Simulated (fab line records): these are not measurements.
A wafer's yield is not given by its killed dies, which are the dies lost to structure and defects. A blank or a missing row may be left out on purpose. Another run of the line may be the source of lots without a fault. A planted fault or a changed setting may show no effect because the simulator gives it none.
fab line records	flow nand-harc
record lots=12	wafers=36	last-day=32
route steps=1302 shown P_M0@267 THIN_TSV@1273 END@1302
lots that met no fault: from a run of the same line without faults
start-h: hours from the record's first day to the start of the lot's first wafer shown	wait-h: hours since the lot's step before	" as in the row above	L1.1+2: a single row standing in for several wafers	- value missing, or start not given	* or withheld: withheld	< > ~ a bound
route shown NAME@n: a module of which the file shows steps, and the number in the route of the first	usual: mean/standard deviation of fault-free wafers	same: alike in all rows	chamber/n: place in a boat	sites: per-site readings	_std_site: the values' standard deviation	_edge_site: inner sites' mean taken away from outer sites' mean	radius-mm: how far each site lies from the wafer's centre	mask NAME#n: copy n	behind: the most recent tool/chamber to have shaped the wafer	hold: cause of the lot's hold/its duration in hours/its outcome	device: names the non-switching transistor (n, p or np)	end of line: the tests these same wafers got at the end of their route	where a step has no rows: the recipe by itself	killed: not the wafer's yield, but the dies lost to structure and defects at the first sort	map: shows each die of a wafer: x if killed, . if not, _ if none is there
set.NAME: the setting the step ran with; set.NAME@STEP: the setting that earlier step ran with	model.NAME: the simulator's own value behind a step, which no gauge read
the route's steps for a sample of lots (tables are steps, rows are wafers)
services: the hour from which a tool's chamber was out of use, counted from the record's first day as start-h (under 0 if before that day), plus the number of hours and why
## steps
# step NHARC_P_M0_ETCH_34
# recipe target-depth-a=400	overetch-a=120	time-s=43.94	ion-energy-ev=200	n2-flow-sccm=150	h2-flow-sccm=150	ar-flow-sccm=0	rf-w=400	bias-w=150	chemistry=N2/H2
# usual drypump-motor-current-A=5.6/0.42	n2-flow-sccm=150.0/0.42	oes-product-au=1.001/0.0079	rf-fwd-power-W=395.0/1.8	rf-vpp-V=429.2/2.5	showerhead-plenum-p-Torr=1.99/0.083	throttle-valve-pct=14.171/0.009
lot.wafer	tool	chamber	start-h	wait-h	drypump-motor-current-A	n2-flow-sccm	oes-product-au	rf-fwd-power-W	rf-hours-counter-h	rf-vpp-V	showerhead-plenum-p-Torr	throttle-valve-pct
L996.3	rie-diel-02	2	102.59	0.1	5.4	150.5	0.988	395.6	10	428.9	1.97	14.162
L996.2	"	0	"	"	5.7	149.8	1.007	392.5	10	427.1	1.90	14.180
L996.6	"	1	"	"	6.2	149.7	1.001	394.7	-	429.3	1.99	14.189
L997.3	rie-diel-07	3	107.00	0.1	4.7	150.5	1.001	396.4	1	429.3	1.99	14.159
L997.6	"	3	"	"	4.6	151.1	0.994	394.8	-	429.2	1.99	14.176
L997.5	"	0	"	"	4.8	150.1	1.006	396.3	-	432.3	2.14	14.166
L100.1	rie-diel-02	3	138.20	0.1	5.8	149.8	1.008	394.2	12	429.2	2.00	14.180
L100.4	"	1	"	"	6.2	150.4	0.989	393.7	14	429.1	1.99	14.189
L100.6	"	0	"	"	5.7	150.8	1.013	392.4	-	425.7	1.90	14.173
L101.2	rie-diel-02	1	144.13	0.1	6.2	149.5	1.009	397.0	14	428.7	1.99	14.167
L101.3	"	3	"	"	5.9	149.4	1.000	394.5	12	426.8	2.00	14.170
L101.6	"	2	"	"	5.4	149.9	0.996	394.2	-	428.0	1.97	14.161
L999.4	rie-diel-02	1	155.63	0.1	6.2	149.5	0.996	396.4	17	429.6	1.99	14.173
L999.3	"	3	"	"	5.9	150.0	0.996	396.4	17	429.0	1.99	14.187
L999.5	"	1	"	"	6.2	149.7	0.998	397.6	-	428.0	1.99	14.184
L102.1	rie-diel-01	3	160.56	0.1	5.6	149.9	1.007	392.6	48	433.8	2.14	14.175
L102.3	"	0	"	"	4.9	150.8	0.996	393.7	52	429.0	2.02	14.189
L102.5	"	0	"	"	4.9	150.3	0.999	395.5	-	430.1	2.02	14.184
L103.4	rie-diel-02	0	173.80	0.1	5.7	149.2	1.003	391.7	22	426.3	1.90	14.184
L103.1	"	2	"	"	5.4	150.6	0.993	397.6	23	427.3	1.96	14.160
L103.6	"	0	"	"	5.7	149.5	1.009	392.5	-	425.5	1.90	14.167
L108.2	rie-diel-02	3	219.34	0.1	5.9	150.2	1.007	398.1	3	429.9	1.99	14.180
L108.3	"	2	"	"	5.4	150.6	1.002	395.4	2	429.1	1.96	14.165
L108.6	"	3	"	"	5.9	150.5	1.011	397.0	-	428.9	1.99	14.170
L109.3	rie-diel-02	3	227.42	0.2	5.9	149.8	1.008	397.7	4	430.0	1.99	14.162
L109.1	"	0	"	"	5.7	150.1	1.017	393.6	4	427.8	1.90	14.176
L109.2	"	2	"	"	5.4	150.2	0.999	397.4	3	429.5	1.96	14.173
L116.4	rie-diel-02	1	295.45	0.1	6.2	150.4	0.999	395.3	14	427.6	1.98	14.176
L116.6	"	3	"	"	5.9	150.3	1.005	397.2	-	430.0	1.99	14.162
L116.5	"	0	"	"	5.7	149.7	1.007	391.6	-	425.3	1.89	14.174
L115.3	rie-diel-02	2	295.79	0.1	5.4	149.2	0.992	395.2	15	427.8	1.96	14.168
L115.4	"	3	"	"	5.9	150.1	1.004	396.0	18	429.2	1.99	14.164
L115.2	"	0	"	"	5.7	150.3	1.011	390.4	16	427.0	1.89	14.171
L118.2	rie-diel-01	2	318.45	0.1	5.9	150.1	1.016	393.6	43	433.8	2.16	14.171
L118.1	"	3	"	"	5.5	149.2	1.015	392.1	38	432.8	2.12	14.173
L118.4	"	0	"	"	4.9	149.5	1.011	393.9	36	429.0	2.01	14.156
# step NHARC_THIN_TSV_PVD_51
# recipe target-thk-a=1000	chamber-pressure-pa=5	material=Cu
# usual throttle-valve-pct=30.6/1
lot.wafer	tool	chamber	start-h	wait-h	throttle-valve-pct
L996.3	pvd-sputter-03	-	-	-	30.8
L996.2	"	-	"	"	29.3
L996.6	"	-	"	"	31.4
L997.3	pvd-sputter-02	-	-	-	29.4
L997.5	"	-	"	"	29.5
L997.6	"	-	"	"	29.1
L100.1	pvd-sputter-03	-	-	-	31.6
L100.4	"	-	"	"	30.7
L100.6	"	-	"	"	31.1
L999.4	pvd-sputter-03	-	-	-	31.4
L999.3	"	-	"	"	29.1
L999.5	"	-	"	"	30.7
L102.1	pvd-sputter-02	-	-	-	30.8
L102.3	"	-	"	"	29.3
L102.5	"	-	"	"	29.6
L101.2	pvd-sputter-02	-	-	-	30.7
L101.3	"	-	"	"	29.8
L101.6	"	-	"	"	30.7
L103.4	pvd-sputter-01	-	-	-	33.0
L103.1	"	-	"	"	30.4
L103.6	"	-	"	"	30.6
L108.2	pvd-sputter-03	-	-	-	29.2
L108.3	"	-	"	"	30.7
L108.6	"	-	"	"	31.5
L109.1	pvd-sputter-02	-	-	-	29.8
L109.3	"	-	"	"	30.0
L109.2	"	-	"	"	30.1
L116.4	pvd-sputter-01	-	-	-	29.8
L116.6	"	-	"	"	32.8
L116.5	"	-	"	"	29.9
L115.2	pvd-sputter-03	-	-	-	31.6
L115.3	"	-	"	"	31.2
L115.4	"	-	"	"	28.4
L118.4	pvd-sputter-03	-	-	-	29.9
L118.1	"	-	"	"	32.0
L118.2	"	-	"	"	28.4
# step NHARC_THIN_TSV_CMP_21
# recipe t-overpolish-s=30	target-thk-nm=2000
# usual motor-current-A=11.8/1.3	overpolish-run-s=30.000/0.0092
lot.wafer	tool	chamber	start-h	wait-h	motor-current-A	overpolish-run-s
L996.3	cmp-02	1	555.36	-	10.0	29.989
L996.2	"	2	"	"	11.6	29.987
L996.6	"	2	"	"	11.3	30.004
L997.3	cmp-02	2	557.39	-	11.4	30.006
L997.5	"	1	"	"	10.5	30.010
L997.6	"	2	"	"	11.8	29.986
L100.1	cmp-01	1	560.05	-	11.2	30.011
L100.4	"	3	"	"	14.4	29.995
L100.6	"	1	"	"	11.6	30.005
L999.3	cmp-01	2	581.59	-	10.9	30.011
L999.4	"	0	"	"	11.1	29.995
L999.5	"	2	"	"	11.5	30.000
L102.1	cmp-01	0	583.06	-	11.2	30.015
L102.3	"	1	"	"	10.6	29.996
L102.5	"	3	"	"	13.4	29.990
L101.2	cmp-02	1	586.40	-	9.8	30.006
L101.3	"	2	"	"	11.2	30.006
L101.6	"	2	"	"	11.1	29.997
L103.4	cmp-01	1	611.34	-	11.5	30.007
L103.1	"	2	"	"	10.4	29.984
L103.6	"	1	"	"	11.7	29.995
L108.2	cmp-01	1	656.38	-	11.0	30.000
L108.3	"	3	"	"	14.0	29.998
L108.6	"	1	"	"	11.1	30.003
L109.3	cmp-04	2	657.73	-	10.6	29.987
L109.1	"	3	"	"	13.4	30.020
L109.2	"	1	"	"	12.7	30.009
L116.4	cmp-04	2	728.96	-	9.6	30.008
L116.6	"	3	"	"	15.6	29.999
L116.5	"	0	"	"	11.8	29.992
L115.3	cmp-04	3	740.93	-	14.0	30.004
L115.2	"	0	"	"	11.2	30.002
L115.4	"	2	"	"	9.7	30.009
L118.2	cmp-01	1	745.19	-	11.9	30.001
L118.1	"	2	"	"	11.4	30.005
L118.4	"	3	"	"	13.7	29.985
# step NHARC_THIN_TSV_CD_MEAS_33
# recipe target-cd-nm=5000	landing-energy-ev=500
# usual cd-nm=5000.1/2.2
lot.wafer	tool	chamber	start-h	wait-h	cd-nm
L996.2	cd-sem-03	0	556.98	-	4998.5
L996.3	"	0	"	"	5003.1
L996.6	"	0	"	"	5000.7
L997.3	cd-sem-01	0	558.84	-	5003.2
L997.5	"	0	"	"	5004.0
L997.6	"	0	"	"	5003.8
L100.1	cd-sem-01	0	561.64	-	5003.0
L100.4	"	0	"	"	4998.3
L100.6	"	0	"	"	5000.7
L999.3	cd-sem-03	0	583.09	-	5001.8
L999.4	"	0	"	"	4998.7
L999.5	"	0	"	"	5000.2
L102.1	cd-sem-02	0	584.62	-	4997.4
L102.3	"	0	"	"	4998.4
L102.5	"	0	"	"	4998.5
L101.2	cd-sem-01	0	588.00	-	5000.7
L101.3	"	0	"	"	4998.2
L101.6	"	0	"	"	4998.3
L103.1	cd-sem-03	0	612.94	-	4994.9
L103.4	"	0	"	"	4996.1
L103.6	"	0	"	"	4997.9
L108.2	cd-sem-03	0	657.95	-	4998.7
L108.3	"	0	"	"	4999.0
L108.6	"	0	"	"	5001.9
L109.1	cd-sem-02	0	659.33	-	5001.6
L109.2	"	0	"	"	5002.7
L109.3	"	0	"	"	5001.0
L116.4	cd-sem-01	0	730.36	-	5001.1
L116.5	"	0	"	"	5003.5
L116.6	"	0	"	"	5002.3
L115.2	cd-sem-02	0	742.53	-	5000.8
L115.3	"	0	"	"	5002.1
L115.4	"	0	"	"	5000.4
L118.1	cd-sem-01	0	746.77	-	5000.6
L118.2	"	0	"	"	5003.6
L118.4	"	0	"	"	5003.6
# step NHARC_END_SORT_01
# recipe temp-c=25
# usual defect-limited-yield=90.1/2.5	killed-at-array=62/18	killed-at-other=0.9/1.2	killed-at-periphery=4.2/2.9	killed-dies=67/17	killed-open=3.6/1.9	killed-short=2.5/1.6
# same gross-dies=677
lot.wafer	tool	chamber	start-h	wait-h	defect-limited-yield[%]	killed-at-array	killed-at-other	killed-at-periphery	killed-dies	killed-open	killed-short
L109.1	prober-01	0	666.95	2.5	88.5	71	0	7	78	2	3
L109.2	prober-01	0	667.75	2.8	87.1	80	0	7	87	3	2
L109.3	prober-01	0	668.56	3.1	77.3	66	0	88	154	2	1
L108.2	prober-02	0	667.73	2.8	79.6	41	0	97	138	1	3
L108.3	prober-02	0	668.52	3.1	92.8	42	3	4	49	2	5
L108.6	prober-02	0	670.90	4.0	82.3	31	1	88	120	1	1
# killed by level:class
L109.1 A_SLIT:chamber-film-flake=33 A_CHANNEL_HOLE_D1:chamber-film-flake=20 A_CONTACT:chamber-film-flake=7 P_BONDPAD:chamber-film-flake=5 A_STAIRCASE:chamber-film-flake=3 A_DECK1_JOINT:geometric-particle:open=1 A_DECK1_JOINT:geometric-particle:short=1 A_ONON_D2:geometric-particle:open=1
L108.2 P_M0:unspecified=91 A_CHANNEL_HOLE_D2:chamber-film-flake=19 A_CHANNEL_HOLE_D1:chamber-film-flake=8 P_BONDPAD:chamber-film-flake=4 A_SLIT:chamber-film-flake=4 A_STAIRCASE:chamber-film-flake=3 A_CHANNEL_FILL_D1:geometric-particle:short=1 A_DECK1_JOINT:geometric-particle:short=1
L109.2 A_SLIT:chamber-film-flake=30 A_CHANNEL_HOLE_D1:chamber-film-flake=28 A_STAIRCASE:chamber-film-flake=9 A_CONTACT:chamber-film-flake=6 P_BONDPAD:chamber-film-flake=5 A_CHANNEL_HOLE_D2:chamber-film-flake=2 P_CONTACT:geometric-particle:open=1 P_M0:geometric-particle:open=1
L108.3 A_CHANNEL_HOLE_D2:chamber-film-flake=20 A_CHANNEL_HOLE_D1:chamber-film-flake=10 A_SLIT:chamber-film-flake=4 STARTING-WAFER:geometric-particle:short=2 A_BLC:chamber-film-flake=2 P_CONTACT:geometric-particle:open=1 P_CONTACT:geometric-particle:short=1 A_CHANNEL_HOLE_D1:geometric-particle:open=1
L109.3 P_M0:unspecified=83 A_SLIT:chamber-film-flake=31 A_CHANNEL_HOLE_D1:chamber-film-flake=19 A_STAIRCASE:chamber-film-flake=9 A_CONTACT:chamber-film-flake=6 P_M0:geometric-particle:open=2 P_STI:geometric-particle:short=1 P_GATE:chamber-film-flake=1
L108.6 P_M0:unspecified=81 A_CHANNEL_HOLE_D2:chamber-film-flake=14 A_CHANNEL_HOLE_D1:chamber-film-flake=8 P_BONDPAD:chamber-film-flake=5 A_SLIT:chamber-film-flake=2 A_CONTACT:chamber-film-flake=2 A_BLC:chamber-film-flake=2 A_DECK1_JOINT:geometric-particle:short=1
## services
tool	chamber	start-h	hours	kind
cmp-01	-	82.88	1.5	repair
pvd-sputter-03	-	112.69	1.2	repair
pvd-sputter-03	-	146.00	10.0	pm
cmp-01	-	161.50	4.0	pm
rie-diel-02	-	192.79	9.0	pm
cmp-01	-	228.25	0.3	repair
pvd-sputter-03	-	254.03	1.7	repair
cmp-01	-	259.50	4.0	pm
rie-diel-02	-	283.30	0.2	repair
rie-diel-02	2	305.82	7.6	repair
rie-diel-02	2	321.75	3.9	repair
pvd-sputter-03	-	324.00	10.0	pm
cmp-01	-	341.52	3.5	repair
cmp-01	-	357.50	4.0	pm
rie-diel-02	1	361.10	2.4	repair
rie-diel-02	-	369.95	9.0	pm
pvd-sputter-03	-	382.14	6.9	repair
rie-diel-02	-	410.67	0.7	repair
rie-diel-02	2	449.30	12.6	repair
cmp-01	-	455.50	4.0	pm
cmp-01	-	473.57	0.5	repair
rie-diel-02	-	546.98	9.0	pm
rie-diel-02	0	642.01	23.0	repair
rie-diel-02	-	723.98	9.0	pm
## key
first-sign step=NHARC_END_SORT_01	reading=killed-at-periphery	direction=up	sigmas=30	usual=4.2	struck=91
effect step=NHARC_END_SORT_01	reading=killed-dies	direction=up	sigmas=4.1	usual=67	struck=137
more-kills-born-at NHARC_P_M0_ETCH_34@rie-diel-02=255
met-at NHARC_P_M0_ETCH_34
struck-lots L108,L109
struck-wafers L108.2,L108.6,L109.3
not-acting-at NHARC_THIN_TSV_PVD_51,NHARC_THIN_TSV_CMP_21,NHARC_THIN_TSV_CD_MEAS_33
onset-between 155.63 219.34
fault kind=chamber-particle-source	tool=rie-diel-02	chamber=3	onset-h=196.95	steps=NHARC_P_M0_ETCH_34	rate-per-visit-cm2=0.88567	end-h=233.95
